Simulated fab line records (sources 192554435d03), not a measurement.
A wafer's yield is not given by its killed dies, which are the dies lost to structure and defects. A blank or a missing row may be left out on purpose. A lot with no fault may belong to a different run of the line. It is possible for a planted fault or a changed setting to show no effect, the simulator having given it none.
Which of the tools did it? | flow n5_finfet | 8 lots with 23 wafers sampled at 9 steps, on a route of 1938 steps

== WHAT THE GAUGES READ, wafer by wafer ==
N5_FIN_SAQP_INSPECT_18: inspects for defects (brightfield). Usual: raw_defect_count at 431, with a standard deviation of 120.
lot  | measured    | on                | raw_defect_count | flag
L489 | day 1 23:28 | defect_inspect-02 | 387 452 365      |
L494 | day 3 04:22 | defect_inspect-02 | 1181 1044 1086   | OFF
L495 | day 3 10:20 | defect_inspect-02 | 852 999 940      | OFF
L501 | day 4 22:25 | defect_inspect-02 | 399 322 300      |
L504 | day 5 15:35 | defect_inspect-02 | 519 442 551      |
L506 | day 6 05:51 | defect_inspect-01 | 831 546 311      |
L508 | day 6 18:15 | defect_inspect-02 | 589 524          |
L509 | day 6 21:50 | defect_inspect-01 | 496 402 369      |

N5_FIN_SAQP_INSPECT_40: inspects for defects (brightfield). Usual: raw_defect_count at 235, with a standard deviation of 62.
lot  | measured    | on                | raw_defect_count | flag
L489 | day 2 04:41 | defect_inspect-02 | 192 177 186      |
L494 | day 3 09:40 | defect_inspect-02 | 904 769 805      | OFF
L495 | day 3 15:28 | defect_inspect-02 | 809 956 809      | OFF
L501 | day 5 03:32 | defect_inspect-02 | 252 208 213      |
L504 | day 5 19:50 | defect_inspect-02 | 150 213 286      |
L506 | day 6 10:56 | defect_inspect-02 | 328 232 183      |
L508 | day 6 22:45 | defect_inspect-01 | 178 222          |
L509 | day 7 02:13 | defect_inspect-02 | 379 182 165      |

N5_FIN_CUT_INSPECT_10: inspects for defects (brightfield). Usual: raw_defect_count at 44, with a standard deviation of 12.
lot  | measured    | on                | raw_defect_count | flag
L489 | day 2 05:05 | defect_inspect-02 | 38 35 37         |
L494 | day 3 10:04 | defect_inspect-02 | 677 626 636      | OFF
L495 | day 3 15:52 | defect_inspect-02 | 638 674 621      | OFF
L501 | day 5 03:56 | defect_inspect-02 | 44 45 39         |
L504 | day 5 20:14 | defect_inspect-02 | 42 42 57         |
L506 | day 6 11:32 | defect_inspect-02 | 70 45 38         |
L508 | day 6 23:17 | defect_inspect-01 | 33 53            |
L509 | day 7 02:37 | defect_inspect-02 | 66 27 32         |

N5_FIN_CUT_INSPECT_17: inspects for defects (brightfield). Usual: raw_defect_count at 237, with a standard deviation of 63.
lot  | measured    | on                | raw_defect_count | flag
L489 | day 2 06:22 | defect_inspect-02 | 194 188 177      |
L494 | day 3 12:34 | defect_inspect-02 | 944 770 796      | OFF
L495 | day 3 16:49 | defect_inspect-02 | 824 961 811      | OFF
L501 | day 5 04:53 | defect_inspect-02 | 254 197 223      |
L504 | day 5 21:11 | defect_inspect-02 | 146 223 318      |
L506 | day 6 12:32 | defect_inspect-01 | 306 234 165      |
L508 | day 7 00:25 | defect_inspect-02 | 188 256          |
L509 | day 7 03:36 | defect_inspect-02 | 387 193 164      |

N5_BEOL_M4_RC_MEAS_101. Usual: DIBL_N 37.1 mV/V, standard deviation 2.4; DIBL_P 37 mV/V, standard deviation 3; IOFF_N 0.18 nA/um, standard deviation 0.053; IOFF_P 0.21 nA/um, standard deviation 0.05; ION_N 674 uA/um, standard deviation 14; ION_P 459 uA/um, standard deviation 9.2; SS_N 72.1 mV/dec, standard deviation 0.9; SS_P 73.4 mV/dec, standard deviation 0.89; VT_N 250 mV, standard deviation 3.8; VT_P -251 mV, standard deviation 3.7.
lot  | measured     | on        | DIBL_N (mV/V)  | DIBL_P (mV/V) | IOFF_N (nA/um) | IOFF_P (nA/um) | ION_N (uA/um) | ION_P (uA/um) | SS_N (mV/dec)  | SS_P (mV/dec)  | VT_N (mV)   | VT_P (mV)      | flag
L489 | day 8 11:45  | prober-02 | 39.7 38.3 39.1 | 42 39 41      | 0.23 0.19 0.21 | 0.30 0.22 0.27 | 684 667 673   | 470 455 467   | 72.4 71.9 72.2 | 74.6 73.9 74.2 | 245 249 245 | -248 -253 -248 |
L494 | day 9 13:41  | prober-02 | 40.3 35.2 36.3 | 37 35 36      | 0.26 0.13 0.14 | 0.19 0.16 0.17 | 659 654 655   | 447 445 441   | 74.5 70.6 71.5 | 73.1 73.0 72.5 | 250 253 252 | -253 -254 -254 |
L495 | day 9 18:23  | prober-01 | 37.7 34.9 36.0 | 40 36 36      | 0.19 0.13 0.16 | 0.22 0.18 0.18 | 671 657 679   | 459 450 457   | 72.5 71.4 72.1 | 74.4 73.3 72.9 | 250 253 250 | -251 -253 -254 |
L501 | day 11 14:18 | prober-02 | 36.4 37.8 36.6 | 37 38 38      | 0.18 0.19 0.19 | 0.20 0.22 0.22 | 671 674 692   | 456 453 471   | 72.2 72.7 71.8 | 73.0 74.0 72.8 | 249 250 246 | -252 -253 -251 |
L504 | day 12 13:16 | prober-01 | 44.3 36.7 38.2 | 45 35 38      | 0.39 0.17 0.19 | 0.41 0.20 0.24 | 708 664 671   | 473 453 458   | 74.5 71.5 71.8 | 75.2 73.1 73.4 | 243 250 249 | -240 -250 -250 |
L506 | day 12 18:37 | prober-02 | 32.8 36.2 34.8 | 32 36 32      | 0.11 0.17 0.13 | 0.16 0.23 0.18 | 661 673 665   | 456 466 460   | 70.1 71.6 71.4 | 71.6 73.3 72.0 | 256 248 254 | -254 -248 -251 |
L508 | day 12 21:28 | prober-02 | 42.6 43.0      | 45 45         | 0.30 0.30      | 0.31 0.32      | 698 693       | 471 462       | 73.4 73.8      | 75.3 75.1      | 245 244     | -246 -247      |
L509 | day 13 00:14 | prober-02 | 41.6 35.2 39.3 | 41 35 38      | 0.28 0.14 0.24 | 0.27 0.17 0.23 | 683 651 682   | 463 446 461   | 73.6 71.9 73.2 | 75.0 72.9 74.9 | 243 255 247 | -248 -255 -251 |

== EACH LOT AND THE TOOL THAT RAN IT (in order: tool; ch and the chambers of the sampled wafers; start) ==
lot  | N5_FIN_SAQP_PRECLEAN_42            | N5_FIN_SAQP_ALD_61               | N5_FIN_SAQP_ETCH_51               | N5_FIN_SAQP_RECESS_75
L489 | wet_bench-06 ch 2,4,5, day 1 21:18 | ald_sin-03 ch 2,3, day 1 22:07   | rie_diel-06 ch 1,3, day 2 00:01   | vapor_etch-01 ch 0,1, day 2 00:42
L494 | wet_bench-06 ch 0,2,7, day 3 02:57 | ald_sin-03 ch 0,1, day 3 03:03   | rie_diel-05 ch 1,3, day 3 04:26   | vapor_etch-02 ch 0,1, day 3 05:07
L495 | wet_bench-06 ch 1,2,7, day 3 09:04 | ald_sin-03 ch 1,3, day 3 09:10   | rie_diel-06 ch 0,3, day 3 10:38   | vapor_etch-02 ch 0,1, day 3 11:18
L501 | wet_bench-03 ch 1,2,6, day 4 20:58 | ald_sin-01 ch 0,1,2, day 4 21:04 | rie_diel-02 ch 2,3, day 4 22:29   | vapor_etch-01 ch 0,1, day 4 23:11
L504 | wet_bench-04 ch 0,6,7, day 5 14:08 | ald_sin-02 ch 0,2, day 5 14:14   | rie_diel-02 ch 0,2, day 5 15:38   | vapor_etch-02 ch 0,1, day 5 16:26
L506 | wet_bench-03 ch 2,5,6, day 6 04:29 | ald_sin-03 ch 0,1,2, day 6 04:34 | rie_diel-02 ch 1,2,3, day 6 06:19 | vapor_etch-01 ch 0,1, day 6 07:01
L508 | wet_bench-03 ch 0,1, day 6 16:48   | ald_sin-02 ch 1, day 6 17:07     | rie_diel-06 ch 0,1, day 6 18:26   | vapor_etch-02 ch 0, day 6 19:13
L509 | wet_bench-06 ch 1,4,6, day 6 20:36 | ald_sin-02 ch 1,2, day 6 20:42   | rie_diel-06 ch 0,2, day 6 21:54   | vapor_etch-02 ch 0,1, day 6 22:34
- N5_FIN_SAQP_PRECLEAN_42: cleans in O3/DIW, time 60 s.
- N5_FIN_SAQP_ALD_61: deposits SiO2, target thk 4 nm, pulse time 1 s, purge time 2 s.
- N5_FIN_SAQP_ETCH_51: etches SiARC in CF4, target depth 45.5 nm, time 75.8 s.
- N5_FIN_SAQP_RECESS_75: chemistry HF/NH3, target SiO2, target depth 14.4 nm, afs cycles 3, sublimation time 60 s.

== AS READ BY THE TOOLS THEMSELVES (means over the sampled wafers that have a number; for cases with no such wafer, the mark the record gives instead) ==
N5_FIN_SAQP_ALD_61. Usual: heater_power_outer_w 265 W, standard deviation 30; heater_power_w 475 W, standard deviation 38; precursor_pulse_height_rel 1.001, standard deviation 0.02.
lot  | tool       | heater_power_outer_w (W) | heater_power_w (W) | precursor_pulse_height_rel | flag
L489 | ald_sin-03 | 272                      | 484                | 0.995                      |
L494 | ald_sin-03 | 235                      | 437                | 1.000                      |
L495 | ald_sin-03 | 253                      | 454                | 1.006                      |
L501 | ald_sin-01 | 275                      | 495                | 1.000                      |
L504 | ald_sin-02 | 239                      | 439                | 1.024                      |
L506 | ald_sin-03 | 253                      | 469                | 0.993                      |
L508 | ald_sin-02 | 249                      | 440                | 1.005                      |
L509 | ald_sin-02 | 248                      | 432                | 0.972                      |

N5_FIN_SAQP_ETCH_51. Usual: drypump_motor_current_A 5.6 A, standard deviation 0.56; etch_rf_on_time_s 76.1 s, standard deviation 1.7; oes_product_au 0.66 a.u., standard deviation 0.082; rf_vpp_V 184.0 V, standard deviation 1.2; showerhead_plenum_p_Torr 2.14 Torr, standard deviation 0.068; throttle_valve_pct 15.61 %, standard deviation 0.24.
lot  | tool        | drypump_motor_current_A (A) | etch_rf_on_time_s (s) | oes_product_au (a.u.) | rf_vpp_V (V) | showerhead_plenum_p_Torr (Torr) | throttle_valve_pct (%) | flag
L489 | rie_diel-06 | 5.6                         | 76.8                  | 0.62                  | 185.5        | 2.18                            | 15.75                  |
L494 | rie_diel-05 | 5.6                         | 77.1                  | 0.60                  | 183.9        | 2.11                            | 15.79                  |
L495 | rie_diel-06 | 5.1                         | 74.9                  | 0.74                  | 182.8        | 2.11                            | 15.39                  |
L501 | rie_diel-02 | 5.9                         | 76.3                  | 0.64                  | 184.4        | 2.17                            | 15.59                  |
L504 | rie_diel-02 | 5.0                         | 76.3                  | 0.70                  | 185.0        | 2.21                            | 15.31                  |
L506 | rie_diel-02 | 5.5                         | 76.2                  | 0.65                  | 184.9        | 2.18                            | 15.57                  |
L508 | rie_diel-06 | 5.2                         | 75.9                  | 0.69                  | 183.7        | 2.14                            | 15.67                  |
L509 | rie_diel-06 | 5.9                         | 72.8                  | 0.80                  | 185.8        | 2.22                            | 15.35                  |

N5_FIN_SAQP_RECESS_75. Usual: drypump_motor_current_A 5.8 A, standard deviation 0.74; sublimation_temp_c 179.99 C, standard deviation 0.16.
lot  | tool          | drypump_motor_current_A (A) | sublimation_temp_c (C) | flag
L489 | vapor_etch-01 | 5.8                         | 180.17                 |
L494 | vapor_etch-02 | 6.2                         | 180.00                 |
L495 | vapor_etch-02 | 6.3                         | 180.11                 |
L501 | vapor_etch-01 | 5.4                         | 180.05                 |
L504 | vapor_etch-02 | 6.3                         | 179.99                 |
L506 | vapor_etch-01 | 5.8                         | 179.94                 |
L508 | vapor_etch-02 | 5.3                         | 180.04                 |
L509 | vapor_etch-02 | 6.3                         | 179.93                 |

== THE ANSWER, worked out from the rows above alone ==
Rule: a lot is off if the mean of its wafers that have a number lies more than 3 standard deviations from the usual mean. A lot without any number at a reading at which 4 lots or more have one is off too. Any other lot the step has rows for is counted as sound. Order of review: gauges by route order, followed by the tools' own readings, for which a lot's mean as printed above is used. The first step at which some lot is off is used, and at that step the reading that is off furthest; a lot without a number counts as furthest.
Off at N5_FIN_SAQP_INSPECT_18 (raw_defect_count): L494, L495.
A tool fits if, at a process step before that reading, it ran every lot that is off, and no sound lot after the first of them. The gauges at N5_FIN_SAQP_INSPECT_18 are tried like those tools. Of those tried, none fits.

== WHAT THE SIMULATOR HAD INSERTED ==
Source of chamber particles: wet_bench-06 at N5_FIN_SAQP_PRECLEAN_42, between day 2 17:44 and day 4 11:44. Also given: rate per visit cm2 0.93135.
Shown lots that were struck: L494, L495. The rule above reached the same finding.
